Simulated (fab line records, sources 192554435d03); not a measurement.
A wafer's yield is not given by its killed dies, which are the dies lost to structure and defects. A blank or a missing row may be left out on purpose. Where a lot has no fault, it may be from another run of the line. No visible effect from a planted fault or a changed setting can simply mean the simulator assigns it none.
Which tool was responsible? ; flow n5_finfet ; 10 lots with 30 wafers sampled at 5 steps, on a route of 1938 steps

WHAT EACH GAUGE READ, for each wafer
N5_BEOL_M4_RC_MEAS_101.
lot;measured;on;DIBL_N (mV/V)
L484;day 10 17:33;prober-02;36.8 37.3 36.5
L486;day 10 22:09;prober-02;34.9 36.0 35.5
L487;day 11 04:32;prober-02;35.4 36.8 36.9
L488;day 11 12:46;prober-01;37.5 34.9 37.0
L489;day 12 02:20;prober-02;35.4 36.5 36.4
L491;day 12 12:07;prober-01;38.0 36.2 38.2
L490;day 13 03:10;prober-02;36.5 36.6 36.7
L495;day 12 23:29;prober-02;38.2 39.0 38.6
L497;day 13 18:49;prober-02;35.0 36.7 35.6
L505;day 16 02:40;prober-01;36.5 37.8 35.7

TOOL THAT RAN EACH LOT (tool first, then ch and the chambers of the sampled wafers, then the start)
lot;N5_HKMG_FIN_STRIP_88;N5_HKMG_FIN_ETCHBACK_68;N5_HKMG_FIN_ALD_72;N5_HKMG_FIN_CMP_94
L484;plasma_asher-01 ch 0,1, day 4 04:32;rie_metal-03 ch 0,1, day 4 05:35;cvd_w-01 ch 0, day 4 06:29;cmp-04 ch 0,2,3, day 4 07:10
L486;plasma_asher-02 ch 0,1, day 4 18:28;rie_metal-02 ch 0,1, day 4 19:30;cvd_w-02 ch 0,1, day 4 20:23;cmp-03 ch 0,1,2, day 4 21:02
L487;plasma_asher-02 ch 0,1, day 4 22:46;rie_metal-02 ch 0,1, day 4 23:48;cvd_w-02 ch 0,1, day 5 00:41;cmp-03 ch 0,1, day 5 01:20
L488;plasma_asher-02 ch 0,1, day 5 05:10;rie_metal-03 ch 0,1, day 5 06:12;cvd_w-02 ch 0, day 5 07:05;cmp-03 ch 1,2,3, day 5 07:46
L489;plasma_asher-01 ch 0,1, day 5 09:52;rie_metal-02 ch 0,1, day 5 10:55;cvd_w-01 ch 1, day 5 11:48;cmp-04 ch 0,1,2, day 5 12:49
L491;plasma_asher-02 ch 0,1, day 6 08:04;rie_metal-03 ch 0,1, day 6 09:03;cvd_w-02 ch 0,1, day 6 09:55;cmp-02 ch 0,1,2, day 6 10:38
L490;plasma_asher-01 ch 0,1, day 6 09:53;rie_metal-02 ch 0,1, day 6 10:59;cvd_w-02 ch 0,1, day 6 11:52;cmp-04 ch 1,3, day 6 12:31
L495;plasma_asher-01 ch 0,1, day 7 02:05;rie_metal-01 ch 0,1, day 7 03:03;cvd_w-02 ch 0,1, day 7 03:55;cmp-03 ch 0,1, day 7 04:34
L497;plasma_asher-02 ch 0,1, day 7 11:32;rie_metal-03 ch 0,1, day 7 12:44;cvd_w-02 ch 0,1, day 7 13:40;cmp-03 ch 1,2, day 7 14:20
L505;plasma_asher-02 ch 0,1, day 9 08:52;rie_metal-01 ch 0,1, day 9 09:55;cvd_w-01 ch 0,1, day 9 10:48;cmp-03 ch 0,1,3, day 9 11:32
- N5_HKMG_FIN_STRIP_88: strips in N2/H2, time 360 s.
- N5_HKMG_FIN_ETCHBACK_68: etches the open film in Cl2/Ar, stops on HfO2, target depth 0.5 nm.
- N5_HKMG_FIN_ALD_72: deposits W, target thk 2 nm, pulse time 1 s, purge time 2 s.
- N5_HKMG_FIN_CMP_94: polishes, stops on SiNx, t overpolish 4.7 s, target thk 43.299 nm.

THE ANSWER, worked out from the rows above alone
Rule: usual is defined by the lots themselves. The widest of any qualifying gaps counts: lots, ordered by their means at a reading, are off when they make up no more than a third of the lots, leave a main group of 4 or more, and stand apart from it by 3 or more times the standard deviation of that group's means. A main group whose means are all the same, to the digits that the tables above print for the reading, isn't used. Also off: a lot with no number at a reading for which 4 or more lots have one. Any other lot the step has rows for is counted as sound.
No lot is off on any of the readings shown, so nothing can be concluded from this.

WHAT THE SIMULATOR HAD PUT IN
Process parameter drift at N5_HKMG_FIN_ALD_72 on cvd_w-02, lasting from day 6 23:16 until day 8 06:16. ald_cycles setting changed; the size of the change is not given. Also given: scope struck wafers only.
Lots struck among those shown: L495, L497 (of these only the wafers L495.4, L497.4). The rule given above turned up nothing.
